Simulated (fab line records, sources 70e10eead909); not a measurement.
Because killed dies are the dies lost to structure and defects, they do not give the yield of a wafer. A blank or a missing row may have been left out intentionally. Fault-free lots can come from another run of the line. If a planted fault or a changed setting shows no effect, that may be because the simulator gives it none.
Matching of chambers    flow nand-harc    cmp-03 running NHARC_P_CONTACT_CMP_24: 4 sister chambers
The step polishes, t overpolish 30 s, target thk 200 nm. 8 wafers are shown with their chamber, then 12 later ones without.

== WAFERS PAIRED WITH THEIR CHAMBERS ==
wafer   chamber  motor-current-A (A)  time-to-endpoint-s (s)
L082.3  2        14.0                 34.8
L083.4  1        11.5                 43.0
L084.2  1        11.5                 44.5
L084.4  0        11.5                 43.5
L084.6  2        13.9                 39.5
L087.3  3        12.9                 34.8
L087.5  0        11.4                 40.5
L087.6  3        12.2                 38.5

== WAFERS MISSING THEIR CHAMBER ==
wafer   motor-current-A (A)  time-to-endpoint-s (s)
L088.3  11.9                 44.4
L088.4  12.9                 42.0
L088.5  11.3                 44.5
L090.3  12.2                 39.6
L090.4  14.0                 38.3
L090.6  11.4                 45.2
L093.4  15.7                 38.6
L093.5  11.6                 44.1
L093.6  12.7                 38.7
L096.2  10.9                 40.3
L096.5  11.5                 39.2
L096.6  11.4                 44.0

== THE CHAMBER EACH PASSED THROUGH ==
wafer   from the rows above           in truth
L088.3  can't be placed: 1 or 0       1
L088.4  3                             3
L088.5  can't be placed: 1 or 0       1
L090.3  can't be placed: 3 or 0 or 1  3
L090.4  2                             2
L090.6  can't be placed: 1 or 0       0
L093.4  2                             2
L093.5  can't be placed: 1 or 0       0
L093.6  3                             3
L096.2  can't be placed: 0 or 1       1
L096.5  can't be placed: 0 or 1       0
L096.6  can't be placed: 1 or 0       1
Placed correctly: 4 of 12. Can't be placed from these rows: 8 (the true chamber is among the candidates in 8). Number placed wrongly: 0.
How it was worked out, from the rows above alone: a wafer's distance from a chamber is the root of the sum, over the readings, of the square of ((its reading less the chamber's mean) divided by the reading's scatter). The wafer belongs to the nearest chamber; if the next one is less than 2 further off, it can't be placed. The mean given for a chamber averages the wafers shown for that chamber. The scatter is the square root of a quotient: the sum, over the shown wafers, of each reading's squared deviation from its chamber's mean, divided by wafers minus chambers.
